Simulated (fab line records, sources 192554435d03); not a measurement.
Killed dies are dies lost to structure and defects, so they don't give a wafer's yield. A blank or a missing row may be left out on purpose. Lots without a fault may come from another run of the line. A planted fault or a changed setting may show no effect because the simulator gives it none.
Split-lot experiment | flow n5_finfet | 7 lots, 21 wafers read, on a route of 1938 steps

THE SPLIT
At N5_MOL_CONTACT_COAG_ETCH_105 (etches SiARC in CF4, target depth 15.6 nm, time 26 s), the setting bias_w was moved away from the recipe's 36 W on 11 of the 21 wafers read, by -16.1% to +5.2%. The other wafers ran this setting at the recipe's value.

The reading is taken at the split's own step.

THE READING
rf_vpp_V, in V, at N5_MOL_CONTACT_COAG_ETCH_105 (etches SiARC in CF4, target depth 15.6 nm, time 26 s). Fault-free wafers of this fab line usually give 184.0 V, standard deviation 1.2 V.

wafer  | tool, chamber at the split | bias_w as run, W | against the recipe | rf_vpp_V, V | against lot-mates on the recipe
L075.1 | rie_diel-04, 1             | 36               | recipe             | 184.2       | -
L075.2 | rie_diel-04, 2             | 36               | recipe             | 183.5       | -
L075.3 | rie_diel-04, 0             | 36               | recipe             | 182.7       | -
L076.4 | rie_diel-03, 1             | 33.3             | -7.5%              | 175.1       | -9.6
L076.5 | rie_diel-03, 3             | 33.3             | -7.5%              | 174.1       | -10.6
L076.6 | rie_diel-03, 2             | 36               | recipe             | 184.7       | -
L077.1 | rie_diel-02, 0             | 33.63            | -6.6%              | 175.2       | -7.8
L077.3 | rie_diel-02, 2             | 33.63            | -6.6%              | 178.6       | -4.4
L077.6 | rie_diel-02, 0             | 36               | recipe             | 183.0       | -
L080.1 | rie_diel-04, 1             | 36               | recipe             | 183.9       | -
L080.2 | rie_diel-04, 2             | 33.24            | -7.7%              | 174.6       | -8.0
L080.5 | rie_diel-04, 2             | 36               | recipe             | 181.3       | -
L082.3 | rie_diel-03, 0             | 37.88            | +5.2%              | 191.4       | +6.2
L082.4 | rie_diel-03, 2             | 36               | recipe             | 185.2       | -
L082.6 | rie_diel-03, 0             | 37.88            | +5.2%              | 189.7       | +4.5
L087.1 | rie_diel-04, 1             | 30.19            | -16.1%             | 164.6       | -20.8
L087.4 | rie_diel-04, 2             | 30.19            | -16.1%             | 163.4       | -22.0
L087.5 | rie_diel-04, 3             | 36               | recipe             | 185.4       | -
L095.1 | rie_diel-02, 0             | 30.2             | -16.1%             | 164.0       | -20.3
L095.3 | rie_diel-02, 3             | 30.2             | -16.1%             | 162.9       | -21.4
L095.6 | rie_diel-02, 2             | 36               | recipe             | 184.3       | -

THE FIT
A straight line over all 21 wafers: rf_vpp_V changes by +1.24 V for each +1% of bias_w; r = +0.99; the points scatter about the line by 1.2 V.
The same after taking each lot's own level away (the mean of its wafers on the recipe; 21 wafers): +1.26 V for each +1%; r = +0.99; scatter 1.3 V.
On that fit, the largest move of bias_w shifts the reading by 20 V.
The lots' own levels span 182.60 to 185.40 V, that is 2.3 times the standard deviation above.
So the lot-to-lot level changes the slope little: the two slopes agree.
Check: with one of the wafers moved furthest among these (-16.1%) left out of the fit, the line predicts -20.3 V for it against its lot-mates. It came out at -20.8 V against them.
Tool readings at the split's step, against how far the setting was moved: rf_vpp_V r = +0.99.

OTHER SPLITS ON THESE WAFERS
These wafers also went through other splits before the reading. Each is held against what the fit with the lots' levels taken away leaves over:
other split on the same wafers        | wafers away from the commonest value | r with rf_vpp_V (lot level and that fit taken away)
N5_HKMG_FIN_EXPOSE_09 dose_mj         | 7                                    | -0.01
N5_HKMG_FIN_ETCH_35 source_w          | 7                                    | +0.50
N5_MOL_CONTACT_COAG_COAT_103 spin_rpm | 6                                    | -0.05
N5_MOL_CONTACT_COAG_COAT_02 spin_rpm  | 6                                    | +0.01

THE FILE'S OWN FIT
rf_vpp_V changes by +1.26 V for each +1% of bias_w, r = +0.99.
